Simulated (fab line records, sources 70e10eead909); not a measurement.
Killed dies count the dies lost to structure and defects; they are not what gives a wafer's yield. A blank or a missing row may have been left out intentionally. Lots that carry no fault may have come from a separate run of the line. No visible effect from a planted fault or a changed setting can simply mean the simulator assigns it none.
fab line records -- flow nand-harc
record lots=24, wafers=72, last-day=24
route steps=1159 shown A_ONON_D1@427 A_CHANNEL_HOLE_D1@463 A_CHANNEL_FILL_D1@506
lots that met no fault: taken from a fault-free run of the same line
start-h: start of the lot's first displayed wafer, in hours after the record's first day -- wait-h: how many hours have passed since the lot's step before this one -- " same as the row above -- L1.1+2: a single row standing in for several wafers -- - no value, or no start was given -- * or withheld: withheld -- < > ~ a bound
route shown NAME@n: NAME is a module with steps in the file, n the number in the route of the first one -- usual: average and standard deviation across the fault-free wafers -- same: alike in all rows -- chamber/n: place in a boat -- sites: readings site by site -- _std_site: standard deviation across them -- _edge_site: inner sites' mean taken away from outer sites' mean -- radius-mm: how far each site lies from the wafer's centre -- mask NAME#n: copy n -- behind: the tool/chamber that last shaped the wafer -- hold: why the lot went on hold/how many hours it stayed there/how the hold came to an end -- device: the n, p or np transistor that did not switch -- end of line: at the end of the route, the tests of the same wafers -- step lacking rows: just its recipe -- killed: count of dies lost to structure and defects at first sort (not the wafer's yield) -- map: a wafer's dies, x killed, . not, _ none there
set.NAME: the setting the step ran with; set.NAME@STEP: the setting that earlier step ran with -- model.NAME: the simulator's own value behind a step, which no gauge read
route steps across a sampled set of lots; one table per step, one row per wafer
services: the hour from which a tool's chamber was out of use, counted from the record's first day as start-h (under 0 if before that day), plus the number of hours and why
## steps
# step NHARC_A_ONON_D1_THK_MEAS_05
# recipe thk-meas-gauge=ellipsometry
# usual thk-nm=996/7.6
lot.wafer,tool,chamber,start-h,wait-h,thk-nm
L074.2,film-metro-02,-,164.94,-,987
L074.4,film-metro-02,-,164.94,-,986
L074.6,film-metro-02,-,164.94,-,987
L075.2,film-metro-01,-,169.78,-,989
L075.3,film-metro-01,-,169.78,-,988
L075.5,film-metro-01,-,169.78,-,987
L076.2,film-metro-02,-,173.34,-,999
L076.3,film-metro-02,-,173.34,-,996
L076.6,film-metro-02,-,173.34,-,998
L077.2,film-metro-01,-,181.52,-,1002
L077.3,film-metro-01,-,181.52,-,1002
L077.5,film-metro-01,-,181.52,-,1001
L078.2,film-metro-02,-,181.55,-,999
L078.3,film-metro-02,-,181.55,-,1000
L078.5,film-metro-02,-,181.55,-,999
L079.3,film-metro-01,-,185.31,-,992
L079.4,film-metro-01,-,185.31,-,991
L079.5,film-metro-01,-,185.31,-,992
L080.2,film-metro-02,-,185.32,-,1002
L080.5,film-metro-02,-,185.32,-,1002
L080.6,film-metro-02,-,185.32,-,1000
L081.2,film-metro-01,-,197.68,-,998
L081.4,film-metro-01,-,197.68,-,1001
L081.6,film-metro-01,-,197.68,-,999
L082.2,film-metro-02,-,197.68,-,985
L082.3,film-metro-02,-,197.68,-,985
L082.6,film-metro-02,-,197.68,-,984
L083.1,film-metro-01,-,214.78,-,996
L083.2,film-metro-01,-,214.78,-,994
L083.3,film-metro-01,-,214.78,-,995
L084.3,film-metro-02,-,222.20,-,1007
L084.4,film-metro-02,-,222.20,-,1006
L084.5,film-metro-02,-,222.20,-,1007
L085.2,film-metro-01,-,222.20,-,991
L085.3,film-metro-01,-,222.20,-,990
L085.4,film-metro-01,-,222.20,-,990
L088.2,film-metro-02,-,235.02,-,996
L088.5,film-metro-02,-,235.02,-,994
L088.6,film-metro-02,-,235.02,-,996
L086.1,film-metro-01,-,235.02,-,990
L086.3,film-metro-01,-,235.02,-,993
L086.4,film-metro-01,-,235.02,-,993
L087.1,film-metro-02,-,235.04,-,997
L087.3,film-metro-02,-,235.04,-,998
L087.6,film-metro-02,-,235.04,-,997
L089.1,film-metro-01,-,254.43,-,983
L089.2,film-metro-01,-,254.43,-,982
L089.6,film-metro-01,-,254.43,-,982
L090.2,film-metro-02,-,254.43,-,1004
L090.5,film-metro-02,-,254.43,-,1004
L090.6,film-metro-02,-,254.43,-,1004
L091.2,film-metro-01,-,262.75,-,1002
L091.3,film-metro-01,-,262.75,-,1003
L091.6,film-metro-01,-,262.75,-,1002
L092.2,film-metro-02,-,262.76,-,999
L092.3,film-metro-02,-,262.76,-,1000
L092.6,film-metro-02,-,262.76,-,1000
L094.3,film-metro-01,-,272.59,-,1000
L094.4,film-metro-01,-,272.59,-,998
L094.5,film-metro-01,-,272.59,-,998
L093.2,film-metro-02,-,272.60,-,994
L093.3,film-metro-02,-,272.60,-,993
L093.5,film-metro-02,-,272.60,-,994
L095.1,film-metro-01,-,289.40,-,1017
L095.2,film-metro-01,-,289.40,-,1015
L095.4,film-metro-01,-,289.40,-,1018
L096.3,film-metro-02,-,289.45,-,990
L096.5,film-metro-02,-,289.45,-,989
L096.6,film-metro-02,-,289.45,-,990
L097.2,film-metro-02,-,304.86,-,996
L097.5,film-metro-02,-,304.86,-,997
L097.6,film-metro-02,-,304.86,-,997
# step NHARC_A_ONON_D1_THK_MEAS_27
# recipe thk-meas-gauge=ellipsometry
# usual thk-nm=999/10
lot.wafer,tool,chamber,start-h,wait-h,thk-nm
L074.2,film-metro-02,-,178.71,-,1022
L074.4,film-metro-02,-,178.71,-,1021
L074.6,film-metro-02,-,178.71,-,1023
L075.2,film-metro-02,-,178.76,-,1007
L075.3,film-metro-02,-,178.76,-,1008
L075.5,film-metro-02,-,178.76,-,1007
L076.2,film-metro-01,-,183.82,-,1012
L076.3,film-metro-01,-,183.82,-,1012
L076.6,film-metro-01,-,183.82,-,1011
L077.2,film-metro-01,-,191.99,-,1001
L077.3,film-metro-01,-,191.99,-,1002
L077.5,film-metro-01,-,191.99,-,1001
L078.2,film-metro-01,-,192.00,-,982
L078.3,film-metro-01,-,192.00,-,980
L078.5,film-metro-01,-,192.00,-,981
L079.3,film-metro-01,-,195.87,-,1005
L079.4,film-metro-01,-,195.87,-,1004
L079.5,film-metro-01,-,195.87,-,1005
L080.2,film-metro-02,-,195.88,-,980
L080.5,film-metro-02,-,195.88,-,980
L080.6,film-metro-02,-,195.88,-,979
L082.2,film-metro-02,-,208.21,-,1007
L082.3,film-metro-02,-,208.21,-,1008
L082.6,film-metro-02,-,208.21,-,1007
L081.2,film-metro-01,-,208.24,-,1010
L081.4,film-metro-01,-,208.24,-,1008
L081.6,film-metro-01,-,208.24,-,1009
L083.1,film-metro-01,-,228.64,-,987
L083.2,film-metro-01,-,228.64,-,984
L083.3,film-metro-01,-,228.64,-,985
L085.2,film-metro-01,-,232.72,-,997
L085.3,film-metro-01,-,232.72,-,997
L085.4,film-metro-01,-,232.72,-,996
L084.3,film-metro-01,-,232.78,-,1013
L084.4,film-metro-01,-,232.78,-,1015
L084.5,film-metro-01,-,232.78,-,1013
L086.1,film-metro-02,-,246.06,-,1009
L086.3,film-metro-02,-,246.06,-,1007
L086.4,film-metro-02,-,246.06,-,1008
L087.1,film-metro-01,-,246.09,-,1003
L087.3,film-metro-01,-,246.09,-,1004
L087.6,film-metro-01,-,246.09,-,1002
L088.2,film-metro-02,-,246.10,-,999
L088.5,film-metro-02,-,246.10,-,999
L088.6,film-metro-02,-,246.10,-,1001
L089.1,film-metro-02,-,264.90,-,994
L089.2,film-metro-02,-,264.90,-,993
L089.6,film-metro-02,-,264.90,-,994
L090.2,film-metro-01,-,264.91,-,996
L090.5,film-metro-01,-,264.91,-,993
L090.6,film-metro-01,-,264.91,-,994
L091.2,film-metro-02,-,273.29,-,990
L091.3,film-metro-02,-,273.29,-,987
L091.6,film-metro-02,-,273.29,-,990
L092.2,film-metro-02,-,273.51,-,997
L092.3,film-metro-02,-,273.51,-,997
L092.6,film-metro-02,-,273.51,-,999
L093.2,film-metro-02,-,284.02,-,993
L093.3,film-metro-02,-,284.02,-,992
L093.5,film-metro-02,-,284.02,-,992
L094.3,film-metro-01,-,284.09,-,1002
L094.4,film-metro-01,-,284.09,-,1002
L094.5,film-metro-01,-,284.09,-,1001
L096.3,film-metro-01,-,301.99,-,990
L096.5,film-metro-01,-,301.99,-,990
L096.6,film-metro-01,-,301.99,-,989
L095.1,film-metro-02,-,302.00,-,1006
L095.2,film-metro-02,-,302.00,-,1006
L095.4,film-metro-02,-,302.00,-,1004
L097.2,film-metro-02,-,315.47,-,993
L097.5,film-metro-02,-,315.47,-,992
L097.6,film-metro-02,-,315.47,-,993
# step NHARC_A_CHANNEL_HOLE_D1_OVL_MEAS_11
# usual overlay-x-nm=0.0/0.8, overlay-y-nm=0.1/0.75
lot.wafer,tool,chamber,start-h,wait-h,overlay-x-nm,overlay-y-nm
L074.2,overlay-01,-,183.73,-,-0.6,0.3
L074.4,overlay-01,-,183.73,-,-1.2,-0.4
L074.6,overlay-01,-,183.73,-,-0.7,-0.4
L075.2,overlay-02,-,183.90,-,-0.6,0.2
L075.3,overlay-02,-,183.90,-,0.0,-0.1
L075.5,overlay-02,-,183.90,-,-0.6,-0.1
L076.2,overlay-01,-,188.25,-,0.8,-0.3
L076.3,overlay-01,-,188.25,-,0.9,-0.4
L076.6,overlay-01,-,188.25,-,1.1,-0.4
L077.2,overlay-01,-,196.25,-,-0.4,-1.6
L077.3,overlay-01,-,196.25,-,-0.3,-0.9
L077.5,overlay-01,-,196.25,-,0.1,-1.1
L078.2,overlay-01,-,197.04,-,-1.0,-0.7
L078.3,overlay-01,-,197.04,-,0.0,-0.4
L078.5,overlay-01,-,197.04,-,-1.0,-0.4
L079.3,overlay-01,-,200.19,-,1.0,0.4
L079.4,overlay-01,-,200.19,-,1.7,0.0
L079.5,overlay-01,-,200.19,-,1.2,0.4
L080.2,overlay-02,-,200.36,-,0.5,0.3
L080.5,overlay-02,-,200.36,-,0.1,0.4
L080.6,overlay-02,-,200.36,-,0.3,0.3
L082.2,overlay-02,-,212.12,-,-0.7,0.5
L082.3,overlay-02,-,212.12,-,0.4,0.4
L082.6,overlay-02,-,212.12,-,0.4,0.5
L081.2,overlay-01,-,212.34,-,1.0,0.3
L081.4,overlay-01,-,212.34,-,0.9,0.1
L081.6,overlay-01,-,212.34,-,0.0,0.7
L083.1,overlay-01,-,234.73,-,-0.7,0.8
L083.2,overlay-01,-,234.73,-,-0.7,0.8
L083.3,overlay-01,-,234.73,-,-1.1,-0.1
L085.2,overlay-01,-,237.58,-,-0.3,-0.1
L085.3,overlay-01,-,237.58,-,-0.4,0.4
L085.4,overlay-01,-,237.58,-,-1.0,0.3
L084.3,overlay-02,-,238.05,-,-0.9,1.0
L084.4,overlay-02,-,238.05,-,-1.4,1.4
L084.5,overlay-02,-,238.05,-,-1.0,1.2
L086.1,overlay-01,-,250.16,-,1.0,-0.7
L086.3,overlay-01,-,250.16,-,0.5,-0.4
L086.4,overlay-01,-,250.16,-,1.0,-1.0
L087.1,overlay-02,-,251.13,-,0.4,-1.9
L087.3,overlay-02,-,251.13,-,0.2,-1.5
L087.6,overlay-02,-,251.13,-,0.4,-1.6
L088.2,overlay-02,-,251.28,-,1.6,0.5
L088.5,overlay-02,-,251.28,-,1.6,0.8
L088.6,overlay-02,-,251.28,-,1.4,1.0
L089.1,overlay-02,-,268.83,-,0.7,-0.1
L089.2,overlay-02,-,268.83,-,0.8,0.1
L089.6,overlay-02,-,268.83,-,1.6,0.5
L090.2,overlay-01,-,268.99,-,0.2,1.1
L090.5,overlay-01,-,268.99,-,0.2,1.2
L090.6,overlay-01,-,268.99,-,0.4,1.1
L091.2,overlay-02,-,278.62,-,-0.9,-0.1
L091.3,overlay-02,-,278.62,-,-1.0,-0.1
L091.6,overlay-02,-,278.62,-,-0.8,0.1
L092.2,overlay-01,-,280.41,-,0.1,0.5
L092.3,overlay-01,-,280.41,-,-0.8,0.5
L092.6,overlay-01,-,280.41,-,0.0,0.5
L093.2,overlay-01,-,290.36,-,-0.1,-0.7
L093.3,overlay-01,-,290.36,-,-0.5,-0.9
L093.5,overlay-01,-,290.36,-,0.0,-0.5
L094.3,overlay-02,-,290.96,-,-0.2,-0.3
L094.4,overlay-02,-,290.96,-,-0.5,-0.3
L094.5,overlay-02,-,290.96,-,-0.3,0.5
L096.3,overlay-02,-,305.95,-,-0.2,1.3
L096.5,overlay-02,-,305.95,-,-0.6,1.2
L096.6,overlay-02,-,305.95,-,0.4,0.9
L095.1,overlay-02,-,306.11,-,-0.2,-0.7
L095.2,overlay-02,-,306.11,-,0.8,0.0
L095.4,overlay-02,-,306.11,-,0.4,-0.6
L097.2,overlay-01,-,319.26,-,0.6,0.5
L097.5,overlay-01,-,319.26,-,1.2,0.4
L097.6,overlay-01,-,319.26,-,0.1,0.4
# step NHARC_A_CHANNEL_HOLE_D1_CD_MEAS_18
# usual cd-nm=98.5/1.8
lot.wafer,tool,chamber,start-h,wait-h,cd-nm
L074.2,cd-sem-02,-,185.25,-,97.9
L074.4,cd-sem-02,-,185.25,-,98.0
L074.6,cd-sem-02,-,185.25,-,96.6
L075.2,cd-sem-02,-,185.70,-,100.5
L075.3,cd-sem-02,-,185.70,-,100.0
L075.5,cd-sem-02,-,185.70,-,98.2
L076.2,cd-sem-01,-,189.46,-,99.9
L076.3,cd-sem-01,-,189.46,-,96.7
L076.6,cd-sem-01,-,189.46,-,98.8
L077.2,cd-sem-02,-,197.46,-,99.2
L077.3,cd-sem-02,-,197.46,-,96.9
L077.5,cd-sem-02,-,197.46,-,99.9
L078.2,cd-sem-03,-,198.25,-,97.4
L078.3,cd-sem-03,-,198.25,-,99.2
L078.5,cd-sem-03,-,198.25,-,98.6
L079.3,cd-sem-03,-,201.40,-,96.8
L079.4,cd-sem-03,-,201.40,-,95.2
L079.5,cd-sem-03,-,201.40,-,98.2
L080.2,cd-sem-01,-,201.61,-,97.6
L080.5,cd-sem-01,-,201.61,-,98.6
L080.6,cd-sem-01,-,201.61,-,100.9
L082.2,cd-sem-03,-,213.33,-,97.3
L082.3,cd-sem-03,-,213.33,-,96.8
L082.6,cd-sem-03,-,213.33,-,95.4
L081.2,cd-sem-02,-,213.55,-,98.2
L081.4,cd-sem-02,-,213.55,-,96.3
L081.6,cd-sem-02,-,213.55,-,100.3
L083.1,cd-sem-02,-,235.93,-,96.9
L083.2,cd-sem-02,-,235.93,-,98.7
L083.3,cd-sem-02,-,235.93,-,97.8
L085.2,cd-sem-02,-,238.79,-,97.6
L085.3,cd-sem-02,-,238.79,-,99.3
L085.4,cd-sem-02,-,238.79,-,96.7
L084.3,cd-sem-01,-,239.28,-,101.6
L084.4,cd-sem-01,-,239.28,-,99.4
L084.5,cd-sem-01,-,239.28,-,102.0
L086.1,cd-sem-03,-,251.36,-,100.1
L086.3,cd-sem-03,-,251.36,-,97.6
L086.4,cd-sem-03,-,251.36,-,99.5
L087.1,cd-sem-01,-,252.33,-,99.5
L087.3,cd-sem-01,-,252.33,-,99.3
L087.6,cd-sem-01,-,252.33,-,97.5
L088.2,cd-sem-02,-,252.49,-,105.2
L088.5,cd-sem-02,-,252.49,-,99.2
L088.6,cd-sem-02,-,252.49,-,101.0
L089.1,cd-sem-03,-,270.20,-,99.4
L089.2,cd-sem-03,-,270.20,-,97.9
L089.6,cd-sem-03,-,270.20,-,95.7
L090.2,cd-sem-03,-,270.64,-,96.0
L090.5,cd-sem-03,-,270.64,-,99.1
L090.6,cd-sem-03,-,270.64,-,95.6
L091.2,cd-sem-02,-,279.83,-,98.8
L091.3,cd-sem-02,-,279.83,-,101.2
L091.6,cd-sem-02,-,279.83,-,99.4
L092.2,cd-sem-03,-,281.61,-,95.9
L092.3,cd-sem-03,-,281.61,-,98.5
L092.6,cd-sem-03,-,281.61,-,97.4
L093.2,cd-sem-03,-,291.56,-,99.3
L093.3,cd-sem-03,-,291.56,-,101.8
L093.5,cd-sem-03,-,291.56,-,101.0
L094.3,cd-sem-03,-,292.17,-,99.0
L094.4,cd-sem-03,-,292.17,-,97.8
L094.5,cd-sem-03,-,292.17,-,98.4
L096.3,cd-sem-01,-,307.16,-,99.3
L096.5,cd-sem-01,-,307.16,-,96.1
L096.6,cd-sem-01,-,307.16,-,97.9
L095.1,cd-sem-01,-,307.31,-,98.7
L095.2,cd-sem-01,-,307.31,-,98.0
L095.4,cd-sem-01,-,307.31,-,100.0
L097.2,cd-sem-02,-,320.63,-,101.7
L097.5,cd-sem-02,-,320.63,-,100.1
L097.6,cd-sem-02,-,320.63,-,100.6
# step NHARC_A_CHANNEL_HOLE_D1_ETCH_23
# recipe bias-v=5000, source-w=withheld, pressure-mtorr=20, time-s=819, ar-flow-sccm=375, c4f8-flow-sccm=89.3, o2-flow-sccm=35.7, temp-c=-20, target-depth-a=16000, chemistry=C4F8/O2/Ar
# usual drypump-motor-current-A=5.7/0.41, showerhead-plenum-p-Torr=3.74/0.088, throttle-valve-pct=32.156/0.0084
lot.wafer,tool,chamber,start-h,wait-h,drypump-motor-current-A,rf-hours-counter-h,showerhead-plenum-p-Torr,throttle-valve-pct
L074.2,har-etch-02,0,186.88,0.5,5.9,107,3.76,32.158
L074.4,har-etch-02,0,186.88,0.5,5.9,-,3.76,32.160
L074.6,har-etch-02,1,186.88,0.5,6.2,-,3.87,32.154
L075.2,har-etch-01,1,187.32,0.5,5.0,189,3.74,32.158
L075.3,har-etch-01,0,187.32,0.5,5.6,-,3.62,32.158
L075.5,har-etch-01,1,187.32,0.5,5.0,-,3.74,32.153
L076.2,har-etch-02,0,191.08,0.5,5.9,111,3.76,32.141
L076.3,har-etch-02,1,191.08,0.5,6.2,-,3.87,32.155
L076.6,har-etch-02,1,191.08,0.5,6.2,-,3.87,32.158
L077.2,har-etch-01,0,198.97,0.5,5.6,196,3.62,32.166
L077.3,har-etch-01,0,198.97,0.5,5.6,-,3.61,32.150
L077.5,har-etch-01,1,198.97,0.5,5.0,-,3.74,32.152
L078.2,har-etch-02,1,199.86,0.5,6.1,115,3.87,32.150
L078.3,har-etch-02,0,199.86,0.5,5.9,-,3.76,32.162
L078.5,har-etch-02,1,199.86,0.5,6.1,-,3.87,32.160
L079.4,har-etch-01,0,203.34,0.5,5.6,-,3.61,32.158
L079.3,har-etch-01,1,203.34,0.5,5.0,-,3.74,32.170
L079.5,har-etch-01,1,203.34,0.5,5.0,-,3.74,32.154
L080.2,har-etch-02,0,204.01,0.5,5.9,119,3.76,32.145
L080.5,har-etch-02,1,204.01,0.5,6.1,-,3.87,32.151
L080.6,har-etch-02,0,204.01,0.5,5.9,-,3.76,32.161
L082.2,har-etch-01,1,214.84,0.5,5.0,204,3.73,32.150
L082.3,har-etch-01,1,214.84,0.5,5.0,-,3.73,32.168
L082.6,har-etch-01,0,214.84,0.5,5.7,-,3.61,32.161
L081.2,har-etch-02,1,215.06,0.5,6.1,123,3.86,32.143
L081.4,har-etch-02,1,215.06,0.5,6.1,-,3.86,32.155
L081.6,har-etch-02,0,215.06,0.5,5.9,-,3.76,32.161
L083.2,har-etch-01,0,237.46,0.5,5.6,212,3.61,32.153
L083.1,har-etch-01,1,237.46,0.5,5.0,212,3.73,32.148
L083.3,har-etch-01,1,237.46,0.5,5.0,-,3.73,32.165
L085.2,har-etch-02,0,240.42,0.5,5.9,133,3.75,32.146
L085.3,har-etch-02,1,240.42,0.5,6.1,-,3.86,32.165
L085.4,har-etch-02,0,240.42,0.5,5.9,-,3.75,32.157
L084.3,har-etch-01,1,241.87,0.5,5.0,-,3.73,32.164
L084.4,har-etch-01,0,241.87,0.5,5.6,-,3.60,32.170
L084.5,har-etch-01,0,241.87,0.5,5.6,-,3.60,32.154
L086.1,har-etch-02,1,253.18,0.5,6.1,138,3.85,32.176
L086.4,har-etch-02,0,253.18,0.5,5.9,-,3.75,32.146
L086.3,har-etch-02,1,253.18,0.5,6.1,-,3.86,32.139
L087.1,har-etch-01,1,253.96,0.5,5.0,221,3.72,32.164
L087.3,har-etch-01,1,253.96,0.5,5.0,-,3.72,32.147
L087.6,har-etch-01,1,253.96,0.5,5.0,-,3.72,32.156
L088.2,har-etch-02,1,257.35,0.5,6.1,142,3.85,32.168
L088.6,har-etch-02,0,257.35,0.5,5.9,-,3.75,32.162
L088.5,har-etch-02,1,257.35,0.5,6.2,-,3.85,32.149
L089.1,har-etch-01,0,271.70,0.5,5.7,227,3.60,32.161
L089.2,har-etch-01,1,271.70,0.5,5.0,227,3.72,32.166
L089.6,har-etch-01,1,271.70,0.5,5.0,-,3.72,32.142
L090.2,har-etch-02,1,272.26,0.5,6.1,146,3.85,32.154
L090.6,har-etch-02,0,272.26,0.5,5.9,-,3.74,32.146
L090.5,har-etch-02,1,272.26,0.5,6.1,-,3.85,32.143
L091.2,har-etch-02,1,281.46,0.5,6.1,151,3.85,32.146
L091.3,har-etch-02,1,281.46,0.5,6.1,-,3.85,32.159
L091.6,har-etch-02,0,281.46,0.5,5.9,-,3.74,32.162
L092.2,har-etch-01,1,283.24,0.5,5.0,234,3.72,32.167
L092.3,har-etch-01,0,283.24,0.5,5.6,-,3.60,32.161
L092.6,har-etch-01,1,283.24,0.5,5.0,-,3.72,32.161
L093.2,har-etch-02,1,293.18,0.5,6.1,158,3.84,32.139
L093.3,har-etch-02,1,293.18,0.5,6.2,-,3.84,32.149
L093.5,har-etch-02,1,293.18,0.5,6.1,-,3.84,32.163
L094.3,har-etch-01,1,293.91,0.5,5.0,-,3.71,32.141
L094.4,har-etch-01,0,293.91,0.5,5.6,-,3.59,32.149
L094.5,har-etch-01,1,293.91,0.5,5.0,-,3.71,32.153
L096.3,har-etch-02,1,308.90,0.5,6.1,-,3.84,32.155
L096.5,har-etch-02,1,308.90,0.5,6.1,-,3.84,32.154
L096.6,har-etch-02,0,308.90,0.5,5.9,-,3.73,32.162
L095.2,har-etch-02,0,312.83,0.5,5.9,168,3.73,32.142
L095.1,har-etch-02,1,312.83,0.5,6.1,168,3.84,32.156
L095.4,har-etch-02,0,312.83,0.5,5.9,-,3.73,32.164
L097.2,har-etch-02,1,322.25,0.5,6.1,172,3.84,32.164
L097.6,har-etch-02,0,322.25,0.5,5.9,-,3.73,32.158
L097.5,har-etch-02,1,322.25,0.5,6.1,-,3.84,32.153
# step NHARC_A_CHANNEL_FILL_D1_THK_MEAS_06
# recipe thk-meas-gauge=ellipsometry
# usual thk-nm=5.0/1
lot.wafer,tool,chamber,start-h,wait-h,thk-nm
L076.2,film-metro-02,-,233.39,0.4,4.3
L076.3,film-metro-02,-,233.39,0.4,4.7
L076.6,film-metro-02,-,233.39,0.4,4.3
L074.2,film-metro-01,-,233.39,0.4,5.1
L074.4,film-metro-01,-,233.39,0.4,3.1
L074.6,film-metro-01,-,233.39,0.4,5.0
L075.2,film-metro-02,-,233.39,0.4,4.9
L075.3,film-metro-02,-,233.39,0.4,6.9
L075.5,film-metro-02,-,233.39,0.4,6.0
L077.2,film-metro-02,-,239.30,0.4,5.1
L077.3,film-metro-02,-,239.30,0.4,5.2
L077.5,film-metro-02,-,239.30,0.4,5.7
L078.2,film-metro-01,-,239.30,0.4,3.6
L078.3,film-metro-01,-,239.30,0.4,6.5
L078.5,film-metro-01,-,239.30,0.4,5.5
L080.2,film-metro-02,-,243.64,0.4,5.7
L080.5,film-metro-02,-,243.64,0.4,3.8
L080.6,film-metro-02,-,243.64,0.4,3.6
L079.3,film-metro-01,-,243.64,0.4,5.1
L079.4,film-metro-01,-,243.64,0.4,2.7
L079.5,film-metro-01,-,243.64,0.4,5.0
L082.2,film-metro-01,-,254.99,0.4,6.1
L082.3,film-metro-01,-,254.99,0.4,5.2
L082.6,film-metro-01,-,254.99,0.4,6.0
L081.2,film-metro-02,-,255.00,0.4,4.9
L081.4,film-metro-02,-,255.00,0.4,5.3
L081.6,film-metro-02,-,255.00,0.4,5.2
L083.1,film-metro-02,-,277.60,0.4,4.5
L083.2,film-metro-02,-,277.60,0.4,4.8
L083.3,film-metro-02,-,277.60,0.4,4.2
L085.2,film-metro-02,-,283.48,0.4,6.9
L085.3,film-metro-02,-,283.48,0.4,4.4
L085.4,film-metro-02,-,283.48,0.4,4.7
L084.3,film-metro-01,-,283.48,0.4,5.7
L084.4,film-metro-01,-,283.48,0.4,6.1
L084.5,film-metro-01,-,283.48,0.4,7.3
L087.1,film-metro-01,-,293.59,0.4,4.0
L087.3,film-metro-01,-,293.59,0.4,4.9
L087.6,film-metro-01,-,293.59,0.4,5.3
L086.1,film-metro-02,-,293.59,0.4,4.9
L086.3,film-metro-02,-,293.59,0.4,5.3
L086.4,film-metro-02,-,293.59,0.4,6.2
L088.2,film-metro-02,-,297.67,0.4,4.5
L088.5,film-metro-02,-,297.67,0.4,4.5
L088.6,film-metro-02,-,297.67,0.4,4.7
L090.2,film-metro-02,-,313.51,0.4,3.5
L090.5,film-metro-02,-,313.51,0.4,4.9
L090.6,film-metro-02,-,313.51,0.4,5.7
L089.1,film-metro-02,-,313.52,0.4,4.2
L089.2,film-metro-02,-,313.52,0.4,3.3
L089.6,film-metro-02,-,313.52,0.4,6.8
L092.2,film-metro-01,-,326.12,0.4,6.5
L092.3,film-metro-01,-,326.12,0.4,3.3
L092.6,film-metro-01,-,326.12,0.4,3.6
L091.2,film-metro-02,-,326.12,0.4,6.5
L091.3,film-metro-02,-,326.12,0.4,5.9
L091.6,film-metro-02,-,326.12,0.4,3.9
L093.2,film-metro-02,-,334.33,0.4,4.9
L093.3,film-metro-02,-,334.33,0.4,4.6
L093.5,film-metro-02,-,334.33,0.4,4.3
L094.3,film-metro-01,-,334.33,0.4,5.6
L094.4,film-metro-01,-,334.33,0.4,5.1
L094.5,film-metro-01,-,334.33,0.4,3.7
L096.3,film-metro-02,-,349.02,0.4,4.9
L096.5,film-metro-02,-,349.02,0.4,5.7
L096.6,film-metro-02,-,349.02,0.4,4.8
L095.1,film-metro-02,-,353.82,0.4,4.8
L095.2,film-metro-02,-,353.82,0.4,4.5
L095.4,film-metro-02,-,353.82,0.4,5.3
L097.2,film-metro-02,-,362.96,0.4,6.1
L097.5,film-metro-02,-,362.96,0.4,5.6
L097.6,film-metro-02,-,362.96,0.4,5.2
## services
tool,chamber,start-h,hours,kind
har-etch-01,-,306.53,17.0,pm
har-etch-01,0,306.53,17.0,vent-cycle
har-etch-01,1,306.53,17.0,vent-cycle
## key
fault none
